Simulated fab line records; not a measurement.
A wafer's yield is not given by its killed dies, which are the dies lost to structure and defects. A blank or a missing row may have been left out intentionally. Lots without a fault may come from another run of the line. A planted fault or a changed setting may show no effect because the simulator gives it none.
One fault seen from 3 desks || flow n5 finfet || each desk has only its own numbers; what lay behind them comes last

## AT THE METROLOGY DESK
What the gauges read for every lot (on any tool): the sampled wafers with a number, averaged. Any lot whose mean is over 4 standard deviations away from the usual mean is out of limits and marked OUT; that distance is given in the brackets.
Columns: A = M5_RS at N5_BEOL_M5_RS_MEAS_57, usual 0.390 ohm/sq; B = M6_ILD_THK at N5_BEOL_M6_THK_MEAS_01, usual 155.5 nm; C = cd nm at N5_BEOL_M6_CD_MEAS_11, usual 38.5 nm; D = M6_OVL at N5_BEOL_M6_OVL_MEAS_12, usual -0.2 nm
{"lot": "L454", "first seen here": "day 9 15:07", "A": 0.400, "B": 157.3, "C": 38.2, "D": 1.1}
{"lot": "L457", "first seen here": "day 10 17:25", "A": 0.389, "B": 156.5, "C": 37.8, "D": -0.1}
{"lot": "L463", "first seen here": "day 11 21:47", "A": 0.398, "B": 154.4, "C": 38.2, "D": -0.7}
{"lot": "L466", "first seen here": "day 12 13:27", "A": 0.394, "B": 154.3, "C": 38.5, "D": -0.4}
{"lot": "L468", "first seen here": "day 12 19:49", "A": 0.379, "B": 155.7, "C": 38.2, "D": -0.2}
{"lot": "L472", "first seen here": "day 14 04:26", "A": 0.390, "B": 153.9, "C": 38.5, "D": -0.2}
This desk's finding: nothing out of limits on any of the 6 lots.

## FOR THE TOOL OWNER'S DESK: litho track-05
The tool's own readings at N5_BEOL_M6_COAT_05 (resist thk 90 nm): means of the sampled wafers that have a number, for each lot that ran on this tool. Any lot whose mean is over 4 standard deviations away from the usual mean is out of limits and marked OUT; that distance is given in the brackets.
Columns: A = chill plate temp C at N5_BEOL_M6_COAT_05, usual 22.97 C; B = exhaust pa at N5_BEOL_M6_COAT_05, usual 45.2 Pa; C = spin speed rpm at N5_BEOL_M6_COAT_05, usual 1500.0 rpm
{"lot": "L457", "first seen here": "day 10 19:47", "A": 22.98, "B": 44.5, "C": 1499.0}
{"lot": "L463", "first seen here": "day 12 00:25", "A": 22.91, "B": 45.0, "C": "1421.8 (-71) OUT"}
{"lot": "L466", "first seen here": "day 12 16:58", "A": 22.98, "B": 44.7, "C": "1423.6 (-69) OUT"}
This desk's finding: out of limits on L463, L466; first on L463, day 12 00:25 (spin speed rpm at N5_BEOL_M6_COAT_05). L457 stayed within limits.

## THE DEFECT DESK
Inspection counts along the route, by lot: the mean over sampled wafers that carry a number. Any lot whose mean is over 4 standard deviations away from the usual mean is out of limits and marked OUT; that distance is given in the brackets.
Columns: A = raw defect count at N5_BEOL_M5_INSPECT_58, usual 68; B = raw defect count at N5_BEOL_M6_INSPECT_13, usual 402
{"lot": "L454", "first seen here": "day 9 15:08", "A": 54, "B": 345}
{"lot": "L457", "first seen here": "day 10 17:26", "A": 84, "B": 479}
{"lot": "L463", "first seen here": "day 11 21:48", "A": 63, "B": 501}
{"lot": "L466", "first seen here": "day 12 13:29", "A": 51, "B": 393}
{"lot": "L468", "first seen here": "day 12 19:50", "A": 61, "B": 419}
{"lot": "L472", "first seen here": "day 14 04:28", "A": 84, "B": 478}
This desk's finding: nothing out of limits on any of the 6 lots.

## BROUGHT TOGETHER
The tool owner's desk could have raised an alarm at day 12 00:25, on L463, L466.
From the metrology desk's view, nothing was out of limits.
The defect desk saw nothing out of limits.
The metrology desk has L463, L466 on record, within its limits.
The defect desk has L463, L466 on record, within its limits.
Every lot named ran N5_BEOL_M6_COAT_05 on litho track-05.

## WHAT THE SIMULATOR PUT IN
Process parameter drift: litho track-05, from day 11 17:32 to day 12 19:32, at N5_BEOL_M6_COAT_05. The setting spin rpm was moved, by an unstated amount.
Shown lots that were struck: L463, L466.
Time in hours from fault onset to the first out-of-limits reading at each desk: the tool owner's desk, 7.
